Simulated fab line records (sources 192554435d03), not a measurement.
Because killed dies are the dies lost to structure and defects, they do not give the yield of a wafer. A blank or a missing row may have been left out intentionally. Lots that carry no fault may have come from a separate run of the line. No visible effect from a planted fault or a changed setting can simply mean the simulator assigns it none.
One fault seen from 2 desks | flow n5Finfet | every desk sees just its own numbers, and what lay behind them comes last

## DESK OF THE TOOL OWNER: arfiScanner-01
The tool's own readings at N5_SDB_EXPOSE_08 (exposes mask SDB): means of the sampled wafers that have a number, for each lot that ran on this tool. Any lot whose mean is over 4 standard deviations away from the usual mean is out of limits and marked OUT; that distance is given in the brackets.
Columns: A = exposureDoseMJCm2 at N5_SDB_EXPOSE_08, usual 49.66; B = stageVelMmS at N5_SDB_EXPOSE_08, usual 499.99 mm/s
lot  | first seen here | A     | B
L996 | day 4 06:53     | 49.56 | 500.35
L997 | day 4 13:11     | 49.53 | 499.96
L101 | day 5 06:58     | 49.59 | 500.07
L107 | day 7 02:38     | 49.57 | 499.97
L110 | day 7 16:55     | 49.55 | 499.97
Result from this desk: across the 5 lots, nothing is out of limits.

## METROLOGY DESK
What the gauges read for every lot (on any tool): the sampled wafers with a number, averaged. Any lot whose mean is over 4 standard deviations away from the usual mean is out of limits and marked OUT; that distance is given in the brackets.
Columns: A = SDB_OVL at N5_SDB_OVL_MEAS_12, usual -0.1 nm
lot  | first seen here | A
L996 | day 4 07:03     | 0.2
L997 | day 4 13:20     | 0.4
L999 | day 4 18:07     | -0.4
L100 | day 5 03:00     | -0.3
L101 | day 5 07:08     | 0.3
L102 | day 5 15:28     | 0.7
L107 | day 7 02:46     | 21.8 (+34) OUT
L110 | day 7 17:04     | 22.0 (+34) OUT
L111 | day 7 20:23     | 0.2
L112 | day 8 08:09     | -0.6
L114 | day 8 16:38     | -0.7
L117 | day 9 10:09     | 0.1
Finding of this desk: L107, L110 out of limits, first seen on L107 at day 7 02:46 (SDB_OVL at N5_SDB_OVL_MEAS_12). L996, L997, L999, L100, L101, L102, L111, L112, L114, L117 stayed within limits.

## BROUGHT TOGETHER
L107, L110 would have let the metrology desk raise an alarm at day 7 02:46.
Nothing out of limits was seen by the tool owner's desk.
On record at the tool owner's desk: L107, L110, within its limits.
Every lot named ran N5_SDB_EXPOSE_08 on arfiScanner-01.

## WHAT WAS PUT IN BY THE SIMULATOR
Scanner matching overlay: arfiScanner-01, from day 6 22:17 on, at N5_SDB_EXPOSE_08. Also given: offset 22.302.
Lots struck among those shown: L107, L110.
Hours from the fault's start to each desk's first reading out of limits: the metrology desk, 4.
